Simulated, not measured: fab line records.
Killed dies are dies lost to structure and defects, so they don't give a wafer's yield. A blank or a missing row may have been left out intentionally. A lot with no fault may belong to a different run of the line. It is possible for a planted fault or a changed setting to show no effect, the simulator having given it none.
fab line records	flow n5_finfet
[record] lots = 3	wafers = 9	last_day = 17
route steps=1938 shown BEOL_M1@802 BEOL_M2@841 BEOL_M4@1111 PASSIVATION@1936
lots untouched by any fault: they come from a run of this same line in which no faults occurred
start_h: hours from the record's first day to the start of the lot's first wafer shown	wait_h: hours elapsed since this lot's preceding step	" same as the row above	L1.1+2: several wafers, shown together as one row	- either no value or no given start	* or withheld: withheld	< > ~ a bound
route shown NAME@n: names a module that has steps shown in the file, with the first one's number in the route	usual: average and standard deviation across the fault-free wafers	same: alike in all rows	chamber/n: place in a boat	sites: the reading at each site	_std_site: their standard deviation	_edge_site: mean of outer sites minus mean of inner sites	radius_mm: for every site, how far away it sits from the centre of the wafer	mask NAME#n: copy n	behind: the last tool/chamber to shape the wafer	hold: what put the lot on hold/how long, in hours/how the hold closed	device: names the non-switching transistor (n, p or np)	end of line: the route-end tests of the same wafers	where a step has no rows: the recipe by itself	killed: at the first sort, the dies lost to defects and structure; wafer yield is something else	map: the dies of a wafer, with x for killed, . for not killed, _ for no die there
set.NAME: setting as actually run; set.NAME@STEP: the setting as run at that earlier step	model.NAME: the simulator's own value behind a step, which no gauge read
lots at some steps of the route; a table a step, a row a wafer
services: from which hour (start_h, from the record's first day; less than 0 if before it) a tool's chamber was out of use, for how many hours, and why
[[steps]]
[step N5_BEOL_M1_STRIP_97]
[recipe] chemistry = N2/H2	time_s = 10	power_w = 450	temp_c = 40	pressure_mtorr = 20	rf_frequency_hz = 6e+07	bias_power_w = 7	n2_flow_sccm = 200	h2_flow_sccm = 200
[step N5_BEOL_M1_HM_STRIP_39]
[recipe] chemistry = peroxide_tin_strip	material = TiN	target_depth_a = 250	temp_c = 50	time_s = 158
[step N5_BEOL_M1_SRD_40]
[recipe] time_s = 30	temp_c = 23	rinse_liquid = diw	dry = ipa_marangoni
[step N5_BEOL_M1_PRECLEAN_42]
[recipe] chemistry = residue_remover	time_s = 60	temp_c = 40
[step N5_BEOL_M1_SRD_43]
[recipe] time_s = 30	temp_c = 23	rinse_liquid = diw	dry = ipa_marangoni
[step N5_BEOL_M1_DEGAS_44]
[recipe] ambient = vacuum	temp_c = 250	time_s = 60
[step N5_BEOL_M1_PRE_CLEAN_45]
[recipe] gas = H2/He	time_s = 30	temp_c = 250
[step N5_BEOL_M1_ALD_84]
[recipe] material = TaN	target_thk_a = *	temp_c = 275	ald_precursor_family = PDMAT	ald_co_reactant = NH3	pressure_torr = 3	carrier_flow_sccm = 1500	pulse_time_s = 2	purge_time_s = 3	co_reactant_purge_time_s = 2	co_reactant_pulse_time_s = 3	ald_cycles = 30	precursor_vessel_temp_c = 75	precursor_vessel_pressure_torr = 26.25	precursor_vessel_carrier_sccm = 1000
[step N5_BEOL_M1_SURFACE_TREAT_85]
[recipe] gas = Ar	time_s = *	ion_energy_ev = *	ion_current_ma_cm2 = 0.5	pressure_mtorr = *	ar_flow_sccm = 30
[step N5_BEOL_M1_CVD_47]
[recipe] material = Co	target_thk_a = 30	temp_c = withheld	precursor = CCTBA/H2	pressure_torr = 30	time_s = 223.8
[step N5_BEOL_M1_SPUTTER_48]
[recipe] material = Cu	target_thk_a = 45	temp_c = -20	chamber_pressure_pa = 0.07	power_w = withheld	time_s = 8.29
[usual] throttle_valve_pct = 30.0/0.95
lot.wafer	tool	chamber	start_h	wait_h	throttle_valve_pct
L155.1	pvd_sputter-01	-	180.22	0.1	29.5
L155.3	"	-	"	"	31.8
L155.6	"	-	"	"	29.9
L163.1	pvd_sputter-01	-	227.02	0.1	30.3
L163.4	"	-	"	"	31.7
L163.6	"	-	"	"	29.6
L167.1	pvd_sputter-03	-	248.52	0.1	31.0
L167.4	"	-	"	"	29.1
L167.6	"	-	"	"	31.0
[step N5_BEOL_M1_ANNEAL_49]
[recipe] temp_c = 400	time_s = 240	ambient = vacuum
[step N5_BEOL_M1_SPUTTER_79]
[recipe] material = Cu	target_thk_a = 45	temp_c = -20	chamber_pressure_pa = 0.07	power_w = withheld	time_s = 8.29
[step N5_BEOL_M1_ANNEAL_80]
[recipe] temp_c = 400	time_s = 240	ambient = vacuum
[step N5_BEOL_M1_SPUTTER_81]
[recipe] material = Cu	target_thk_a = 45	temp_c = -20	chamber_pressure_pa = 0.07	power_w = withheld	time_s = 8.29
[step N5_BEOL_M1_ANNEAL_82]
[recipe] temp_c = 400	time_s = 240	ambient = vacuum
[step N5_BEOL_M1_SPUTTER_86]
[recipe] material = Cu	target_thk_a = 45	temp_c = -20	chamber_pressure_pa = 0.07	power_w = withheld	time_s = 8.29
[step N5_BEOL_M1_ANNEAL_87]
[recipe] temp_c = 400	time_s = 240	ambient = vacuum
[step N5_BEOL_M1_SPUTTER_88]
[recipe] material = Cu	target_thk_a = 45	temp_c = -20	chamber_pressure_pa = 0.07	power_w = withheld	time_s = 8.29
[step N5_BEOL_M1_ANNEAL_89]
[recipe] temp_c = 400	time_s = 240	ambient = vacuum
[step N5_BEOL_M1_SPUTTER_90]
[recipe] material = Cu	target_thk_a = 45	temp_c = -20	chamber_pressure_pa = 0.07	power_w = withheld	time_s = 8.29
[step N5_BEOL_M1_ANNEAL_91]
[recipe] temp_c = 400	time_s = 240	ambient = vacuum
[step N5_BEOL_M1_SPUTTER_92]
[recipe] material = Cu	target_thk_a = 45	temp_c = -20	chamber_pressure_pa = 0.07	power_w = withheld	time_s = 8.29
[step N5_BEOL_M1_ANNEAL_93]
[recipe] temp_c = 400	time_s = 240	ambient = vacuum
[step N5_BEOL_M1_SPUTTER_94]
[recipe] material = Cu	target_thk_a = 45	temp_c = -20	chamber_pressure_pa = 0.07	power_w = withheld	time_s = 8.29
[step N5_BEOL_M1_ANNEAL_95]
[recipe] temp_c = 400	time_s = 240	ambient = vacuum
[step N5_BEOL_M1_SPUTTER_96]
[recipe] material = Cu	target_thk_a = 45	temp_c = -20	chamber_pressure_pa = 0.07	power_w = withheld	time_s = 8.29
[step N5_BEOL_M1_ECD_50]
[recipe] material = Cu	target_thk_a = 3000
[step N5_BEOL_M1_ANNEAL_51]
[recipe] temp_c = 225	time_s = 90	ambient = N2
[step N5_BEOL_M1_CMP_52]
[recipe] stop_on = SiOC	t_overpolish_s = 6.8	down_force_psi = 1	platen_rpm = 50	clearing_platen_down_force_psi = 1.5	clearing_platen_rpm = 50	post_cmp_clean = cu_alkaline	target_thk_nm = 40	clearing_platen_pad_velocity_m_s = 0.99484	pad_velocity_m_s = 0.99484
[step N5_BEOL_M1_PRE_CLEAN_60]
[recipe] gas = NH3/H2	time_s = 15	temp_c = *	rf_power_w = 300
[step N5_BEOL_M1_CO_CAP_55]
[recipe] material = Co	target_thk_a = 20	temp_c = 200	precursor = CCTBA/H2	pressure_torr = 30	time_s = 102.1
[step N5_BEOL_M1_PRE_CLEAN_56]
[recipe] gas = NH3	time_s = 15	temp_c = withheld	rf_power_w = 300
[step N5_BEOL_M1_DEP_57]
[recipe] material = SiCN	target_thk_a = 80	temp_c = withheld	precursor = 3MS/NH3	pressure_torr = 3	rf_w = 202	time_s = 14
[step N5_BEOL_M2_ILD_DEP_00]
[recipe] material = SiOC	target_thk_a = 790	temp_c = 350	precursor = DEMS/O2	pressure_torr = 5	rf_w = 500	time_s = 15.3
[step N5_BEOL_M2_PECVD_72]
[recipe] material = SiO2	target_thk_a = 160	temp_c = 400	precursor = TEOS/O2	pressure_torr = 5.5	rf_w = 450	teos_flow_sccm = 53.8	gas = O2	flow_sccm = 3000	time_s = 18
[step N5_BEOL_M4_RC_MEAS_101]
[usual] DIBL_N = 36.1/1.6	DIBL_P = 35.8/2.1	IOFF_N = 0.16/0.031	IOFF_N_85C = 3.1/0.51	IOFF_N_LIN = 0.074/0.012	IOFF_N_LONG = 5.54e-05/2.4e-06	IOFF_P = 0.21/0.034	IOFF_P_85C = 3.6/0.51	IOFF_P_LIN = 0.099/0.013	ION_N = 673/12	ION_P = 461/7.2	REXT_N = 75.8/1.3	REXT_P = 101.6/2	SS_N = 71.4/0.59	SS_P = 73.3/0.63	VT_N = 250/3.1	VT_P = -250/3.3
lot.wafer	tool	chamber	start_h	wait_h	DIBL_N[mV/V]	DIBL_P[mV/V]	IOFF_N[nA/um]	IOFF_N_85C[nA/um]	IOFF_N_LIN[nA/um]	IOFF_N_LONG[nA/um]	IOFF_P[nA/um]	IOFF_P_85C[nA/um]	IOFF_P_LIN[nA/um]	ION_N[uA/um]	ION_P[uA/um]	REXT_N[ohm.um]	REXT_P[ohm.um]	SS_N[mV/dec]	SS_P[mV/dec]	VT_N[mV]	VT_P[mV]
L155.1	prober-01	0	228.01	0.0	35.2	32.7	0.12	2.5	0.058	5.57e-05	0.17	3.0	0.087	651	461	73.7	103.5	71.4	72.8	254	-250
L155.3	"	0	"	"	37.4	36.5	0.15	2.9	0.070	5.44e-05	0.23	3.8	0.108	669	462	73.9	102.2	72.1	73.6	250	-247
L155.6	"	0	"	"	37.4	37.6	0.16	3.1	0.073	5.48e-05	0.24	4.0	0.114	682	472	74.5	100.7	71.1	73.5	251	-248
L163.1	prober-01	0	274.64	0.0	103.3	78.1	22.87	200.8	0.365	4.88e-05	13.91	126.0	0.393	592	401	81.5	109.4	148.2	128.7	246	-250
L163.4	"	0	"	"	84.5	61.2	10.39	103.5	0.230	4.72e-05	4.76	51.3	0.216	583	399	81.6	108.6	131.9	110.6	249	-253
L163.6	"	0	"	"	104.3	68.1	23.05	205.0	0.369	4.88e-05	8.04	79.2	0.276	593	398	80.6	108.5	148.9	117.7	248	-251
L167.1	prober-02	0	295.03	0.0	36.1	36.2	0.17	3.3	0.080	5.8e-05	0.25	4.1	0.116	675	465	75.4	100.3	72.4	74.2	247	-245
L167.4	"	0	"	"	35.5	35.8	0.16	3.2	0.078	5.84e-05	0.23	3.9	0.109	671	468	76.6	101.3	71.3	74.2	248	-247
L167.6	"	0	"	"	36.2	37.0	0.16	3.2	0.076	5.77e-05	0.25	4.1	0.116	672	470	76.7	99.7	71.8	73.3	250	-246
[step N5_PASSIVATION_PROBE_49]
[usual] defect_limited_yield = 91.0/1.5	killed_at_M0_to_M3 = 35/11	killed_at_M4_up = 13/6	killed_at_contacts = 14/6.5	killed_at_front_end = 40/12	killed_at_other = 4/3.4	killed_dies = 106/18	killed_on_rim = 14/4.7	killed_open = 68/14	killed_short = 35/7.7	sort_bin_4_leakage = 0/0	sort_bin_5_function = 5.2/0.98	sort_bin_6_memory = 3.4/0.72	sort_n_pass = 1074/18	sort_yield_pct = 91.0/1.5
[same] gross_dies = 1180	killed_at_back_side = 0	sort_bin_8_speed[%] = 0
lot.wafer	tool	chamber	start_h	wait_h	defect_limited_yield[%]	killed_at_M0_to_M3	killed_at_M4_up	killed_at_contacts	killed_at_front_end	killed_at_other	killed_dies	killed_on_rim	killed_open	killed_short	sort_bin_4_leakage[%]	sort_bin_5_function[%]	sort_bin_6_memory[%]	sort_n_pass	sort_yield_pct[%]
L155.1	prober-01	-	335.55	0.0	91.9	30	4	7	50	5	96	8	55	38	0	4.9	2.6	1084	91.9
L155.3	prober-01	-	335.65	0.1	88.2	31	18	12	66	12	139	22	88	48	0	6.7	4.5	1041	88.2
L155.6	prober-01	-	335.80	0.3	87.2	28	15	24	74	10	151	21	107	43	0	7.2	5.2	1029	87.2
L163.1	prober-01	-	379.54	0.0	88.9	48	9	13	59	2	131	20	84	39	88.90	6.0	4.4	0	0
L163.4	prober-01	-	379.69	0.2	92.5	25	13	9	41	1	89	8	55	29	92.46	4.4	2.9	0	0
L163.6	prober-01	-	379.79	0.3	91.0	29	21	17	38	1	106	16	68	36	91.02	5.3	3.5	0	0
L167.1	prober-02	-	396.18	0.0	90.8	36	6	25	39	3	109	17	82	26	0	4.9	4.2	1071	90.8
L167.4	prober-02	-	396.33	0.2	91.4	34	6	9	50	2	101	14	59	38	0	5.8	2.4	1079	91.4
L167.6	prober-02	-	396.43	0.3	92.0	29	5	14	39	7	94	15	64	27	0	4.9	2.9	1086	92.0
// killed by level:class
L155.1 BEOL_M1:geometric_particle:open=10 STI_FIN_REVEAL:geometric_particle:open=8 FIN_SAQP:geometric_particle:short=6 BEOL_M0_SAQP:geometric_particle:short=6 MOL_CONTACT_COAG:geometric_particle:open=5 FIN_SAQP:geometric_particle:open=4 BEOL_M0_SAQP:geometric_particle:open=4 BEOL_M1:geometric_particle:short=4
L155.3 FIN_SAQP:geometric_particle:open=16 STI_FIN_REVEAL:geometric_particle:open=14 MOL_CONTACT_COAG:geometric_particle:open=11 FIN_SAQP:geometric_particle:short=9 BEOL_M0_SAQP:geometric_particle:open=8 BEOL_M4:geometric_particle:open=8 BEOL_M0_SAQP:geometric_particle:short=6 MIM_TOP_ETCH:geometric_particle:short=5
L155.6 FIN_SAQP:geometric_particle:open=20 MOL_CONTACT_COAG:geometric_particle:open=19 FIN_SAQP:geometric_particle:short=18 STI_FIN_REVEAL:geometric_particle:open=11 GATE_CUT:geometric_particle:open=8 BEOL_M1:geometric_particle:open=7 BEOL_M0_SAQP:geometric_particle:short=6 DUMMY_GATE:geometric_particle:open=5
L163.1 STI_FIN_REVEAL:geometric_particle:open=12 BEOL_M1:geometric_particle:open=11 FIN_SAQP:geometric_particle:open=10 BEOL_M0_SAQP:geometric_particle:short=10 MOL_CONTACT_COAG:geometric_particle:open=9 FIN_SAQP:geometric_particle:short=8 BEOL_M0_SAQP:geometric_particle:open=8 BEOL_M0:geometric_particle:open=7
L163.4 FIN_SAQP:geometric_particle:short=10 STI_FIN_REVEAL:geometric_particle:open=9 MOL_CONTACT_COAG:geometric_particle:open=8 BEOL_M2:geometric_particle:open=6 STARTING-WAFER:geometric_particle:open=5 BEOL_M1:geometric_particle:open=5 BEOL_M5:geometric_particle:open=4 DUMMY_GATE:geometric_particle:open=3
L163.6 MOL_CONTACT_COAG:geometric_particle:open=11 BEOL_M4:geometric_particle:open=11 FIN_SAQP:geometric_particle:open=9 BEOL_M0_SAQP:geometric_particle:short=9 STARTING-WAFER:geometric_particle:short=6 FIN_SAQP:geometric_particle:short=5 MOL_CONTACT_COAG:geometric_particle:short=5 BEOL_M0_SAQP:geometric_particle:open=5
L167.1 MOL_CONTACT_COAG:geometric_particle:open=23 BEOL_M2:geometric_particle:open=11 FIN_SAQP:geometric_particle:open=10 BEOL_M1:geometric_particle:open=8 STI_FIN_REVEAL:geometric_particle:open=7 DUMMY_GATE:geometric_particle:open=6 BEOL_M0_SAQP:geometric_particle:short=6 FIN_SAQP:geometric_particle:short=5
L167.4 FIN_SAQP:geometric_particle:open=15 FIN_SAQP:geometric_particle:short=12 BEOL_M0_SAQP:geometric_particle:short=8 MOL_CONTACT_COAG:geometric_particle:open=8 BEOL_M1:geometric_particle:open=7 DUMMY_GATE:geometric_particle:open=5 DUMMY_GATE:geometric_particle:short=5 BEOL_M2:geometric_particle:open=5
L167.6 DUMMY_GATE:geometric_particle:open=10 MOL_CONTACT_COAG:geometric_particle:open=10 FIN_SAQP:geometric_particle:open=8 BEOL_M0_SAQP:geometric_particle:open=8 BEOL_M1:geometric_particle:open=6 BEOL_M2:geometric_particle:open=5 FIN_SAQP:geometric_particle:short=4 STI_FIN_REVEAL:geometric_particle:open=4
// map L163.1 (x killed, . not)
_________________.........x..________________
______________x.............x..x_____________
___________........xx..............__________
__________...........x...x.........._________
________............x......x..x....x.._______
_______..x.....x.......x........x.....x______
______.x....x....................x......_____
_____...........x........................____
____.......................x..............___
___x.x.......x...x.......x..x..............__
___............x.x......x..............x...__
__........................xx.............x.._
__...xx.....x......x................x.x....._
_.............x..............................
_.xx....x........x......x..........x.xx...x..
_....................x.x.......x...x.......x.
_x.xx..x......................x..............
_.x.........x..x...x.x.............x..xx.....
_......x.........x..x.....x....x.x...x.......
_.x.....x....................x....x.....x..xx
_x.x...........x.x...........................
__......................x..................._
__x......x.............x...................._
___...x....xx........................xx....__
___............................x...........__
____.x.........x......x..x.x..........x...___
_____................x.....x.........xx.x____
______.........x.xx...............x...x._____
_______x....x.x......x..x......x..x....______
________..............x............x.._______
__________...x.................x...._________
___________...x.......xx...x.......__________
______________......x........x.._____________
_________________...........x________________
// map L155.6 (x killed, . not)
_________________............________________
______________........x.....x..._____________
___________.x.......x....x........x__________
__________........xx......x......x.._________
________..x...........x.....x..xx....._______
_______...................x.......xx...______
______...............x......x..........._____
_____....x...............................____
____......x.xx.......xxx....x....x..x.....___
___.x.......xx......................x..x...__
___.xxx.x.xx.........................x.....__
__................x.....x...x............x.._
__...........x..........x.xx.....x.x........_
_.......x...x.....x..xx..x.......x..x........
_..x......................x..x..........x....
_.........................x......x..x........
_...........x.x..............................
_.......x.........x...x....x...........x.x...
_x.....x......xx....x........x..............x
_.................x..........x...xx..........
_.........xx.........................x.....xx
__............x..........x................x._
__.........x.....x.x..x..........x.........._
___.......x......xx........x..x............__
___..x.............xx................x.x...__
____xx.....x....x......x.x..x.............___
_____.......x.......x.....x...........xx.____
______.......................x...xx....._____
_______.....xx..............x.x........______
________.x......xx........xx.x.....x.._______
__________xx........xx.x..x.....x..._________
___________..........x..xx.......x.__________
______________x.x......x........_____________
_________________..x........x________________
[[services]]
tool	chamber	start_h	hours	kind
pvd_sputter-01	-	246.25	3.0	repair
[[key]]
[first_sign] step = N5_BEOL_M4_RC_MEAS_101	reading = IOFF_N	direction = up	sigmas = 99+	usual = 0.16	struck = 18.77
[effect] step = N5_BEOL_M4_RC_MEAS_101	reading = IOFF_N_85C	direction = up	sigmas = 99+	usual = 3.1	struck = 169.8
[effect] step = N5_BEOL_M4_RC_MEAS_101	reading = IOFF_P	direction = up	sigmas = 99+	usual = 0.21	struck = 8.90
[effect] step = N5_BEOL_M4_RC_MEAS_101	reading = IOFF_P_85C	direction = up	sigmas = 99+	usual = 3.6	struck = 85.5
[effect] step = N5_BEOL_M4_RC_MEAS_101	reading = SS_N	direction = up	sigmas = 99+	usual = 71.4	struck = 143.0
[effect] step = N5_BEOL_M4_RC_MEAS_101	reading = SS_P	direction = up	sigmas = 73	usual = 73.3	struck = 119.0
[effect] step = N5_BEOL_M4_RC_MEAS_101	reading = DIBL_N	direction = up	sigmas = 37	usual = 36.1	struck = 97.4
[effect] step = N5_BEOL_M4_RC_MEAS_101	reading = IOFF_N_LIN	direction = up	sigmas = 21	usual = 0.074	struck = 0.321
[effect] step = N5_BEOL_M4_RC_MEAS_101	reading = DIBL_P	direction = up	sigmas = 16	usual = 35.8	struck = 69.1
[effect] step = N5_BEOL_M4_RC_MEAS_101	reading = IOFF_P_LIN	direction = up	sigmas = 15	usual = 0.099	struck = 0.295
[effect] step = N5_BEOL_M4_RC_MEAS_101	reading = ION_P	direction = down	sigmas = 8.7	usual = 461	struck = 399
[effect] step = N5_BEOL_M4_RC_MEAS_101	reading = ION_N	direction = down	sigmas = 7.2	usual = 673	struck = 589
[effect] step = N5_PASSIVATION_PROBE_49	reading = sort_bin_4_leakage	direction = up	sigmas = 99+	usual = 0	struck = 90.79
met_at N5_BEOL_M1_SPUTTER_48
struck_wafers L163.1,L163.4,L163.6
onset_between 180.22 227.02
[earlier_fault] kind = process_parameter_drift	tool = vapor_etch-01	chamber = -	onset_h = 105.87	steps = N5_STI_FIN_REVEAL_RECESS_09	channel = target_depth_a	offset = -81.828	shape = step	acts_in = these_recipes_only	stated = 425
[fault] kind = process_parameter_drift	tool = pvd_sputter-01	chamber = -	onset_h = 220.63	steps = N5_BEOL_M1_SPUTTER_48	channel = power_w	offset = withheld	shape = step	acts_in = *
